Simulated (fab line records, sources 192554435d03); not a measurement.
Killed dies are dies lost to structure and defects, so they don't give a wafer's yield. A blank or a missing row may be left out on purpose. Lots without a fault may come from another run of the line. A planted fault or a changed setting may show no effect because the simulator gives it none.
Problem report in the 8D (eight disciplines) form, filled by code | flow n5_finfet | the parts of the form that need people (team, actions taken, sign-off) are left out

1. THE PROBLEM
killed_at_M4_up at N5_PASSIVATION_PROBE_49 reads a mean of 133 on 1 wafer of 1 lot; wafers without a fault read 14 with a standard deviation of 5.5. That is +22 standard deviations from the usual mean.
First seen on wafer L305.3, day 16 02:50, on prober-02. The record holds 3 wafers of 1 lot with a number at this step. Rule for "out", or "out of limits": more than 4 standard deviations from the usual mean. The other wafers with a number count as sound.

2. WHAT IT IS AND WHAT IT IS NOT
question                    | is                                                                                                   | is not
which readings at this step | killed_at_M4_up, defect_limited_yield, killed_dies, sort_bin_5_function, sort_n_pass, sort_yield_pct | killed_at_M0_to_M3, killed_at_contacts, killed_at_front_end, killed_at_other, killed_open, killed_short, sort_bin_6_memory, sort_bin_8_speed
which lots                  | L305                                                                                                 | -
which wafers of those lots  | L305.3                                                                                               | L305.1, L305.4
read on which tools         | prober-02                                                                                            | -
when                        | from day 16 02:50                                                                                    | up to then (1 sound wafer); but 1 sound wafer of L305 came after

3. SUSPECTS, AND WHAT RULES EACH OUT
Counting: a tool at a process step up to the reading stays a suspect if it ran every lot that is out. Sound lots after the first of them don't rule it out here, since some wafers of a struck lot are sound.
- rie_diel-02 at N5_BEOL_M8_STRIP_36 (strips in N2/H2): kept. It ran the lot that is out, L305 (day 13 08:39).
- ald_hk-02 at N5_MIM_TOP_ALD_00 (deposits Al2O3, purge time 3 s, co reactant pulse time 3 s): kept. It ran the lot that is out, L305 (day 15 13:04).
- rie_diel-04 at N5_MIM_BOT_LITHO_DESCUM_10 (chemistry O2, time 7.9 s): kept. It ran the lot that is out, L305 (day 15 17:39).
- prober-02 at N5_PASSIVATION_PROBE_49: kept. It ran the lot that is out, L305 (day 16 02:44). Its own readings are out on those wafers: defect_limited_yield, killed_at_M4_up, killed_dies, sort_bin_5_function, sort_n_pass, sort_yield_pct.
- Within rie_diel-02 at N5_BEOL_M8_STRIP_36: the wafers that are out ran in chamber 1; their sound lot-mates ran in chambers 0, 2.
- Within ald_hk-02 at N5_MIM_TOP_ALD_00: the wafers that are out ran in chamber 0; their sound lot-mates ran in chambers 1, 3.
Left after counting: rie_diel-02 at N5_BEOL_M8_STRIP_36, ald_hk-02 at N5_MIM_TOP_ALD_00, rie_diel-04 at N5_MIM_BOT_LITHO_DESCUM_10, prober-02 at N5_PASSIVATION_PROBE_49.

4. THE CAUSE (what the simulator had put in)
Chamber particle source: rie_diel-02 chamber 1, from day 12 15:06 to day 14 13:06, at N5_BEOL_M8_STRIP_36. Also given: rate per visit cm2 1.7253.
Counting left 4 suspects, and this tool is among them.

5. THE CHAIN OF EFFECTS, in route order
Each row: a reading whose mean over the struck wafers that have a number lies more than 3 standard deviations from the usual. Only readings for which the record gives a usual standard deviation are gone through. hours: the time from each lot's start at the first step in this table that gives one to its start at this step, as a median over the lots. sigmas: the change in usual standard deviations.
hours | step                    | reading              | usual  | on struck wafers | change | sigmas
0     | N5_PASSIVATION_PROBE_49 | defect_limited_yield | 91.3 % | 81.9             | -9.4   | -5.5
0     | N5_PASSIVATION_PROBE_49 | killed_at_M4_up      | 14     | 133              | +119   | +22
0     | N5_PASSIVATION_PROBE_49 | killed_dies          | 103    | 213              | +110   | +5.5
0     | N5_PASSIVATION_PROBE_49 | killed_on_rim        | 14     | 31               | +17    | +4.0
0     | N5_PASSIVATION_PROBE_49 | sort_bin_5_function  | 5.1 %  | 10.9             | +5.8   | +5.3
0     | N5_PASSIVATION_PROBE_49 | sort_n_pass          | 1077   | 967              | -110   | -5.5
0     | N5_PASSIVATION_PROBE_49 | sort_yield_pct       | 91.3 % | 81.9             | -9.4   | -5.5
The process steps in it:
- N5_PASSIVATION_PROBE_49

6. WHAT WOULD HAVE CAUGHT IT SOONER
In this record the first reading out of limits was taken at day 16 02:50, 84 hours after the fault began at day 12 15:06.
Of the tool readings at N5_BEOL_M8_STRIP_36 for which the record gives a usual standard deviation, none was out on any struck wafer, so an alarm limit of 4 standard deviations on them would not have fired.
All the lots that are out (1) had begun N5_BEOL_M8_STRIP_36 on rie_diel-02 by day 16 02:50. A hold on the tool at that time would have spared none of them.
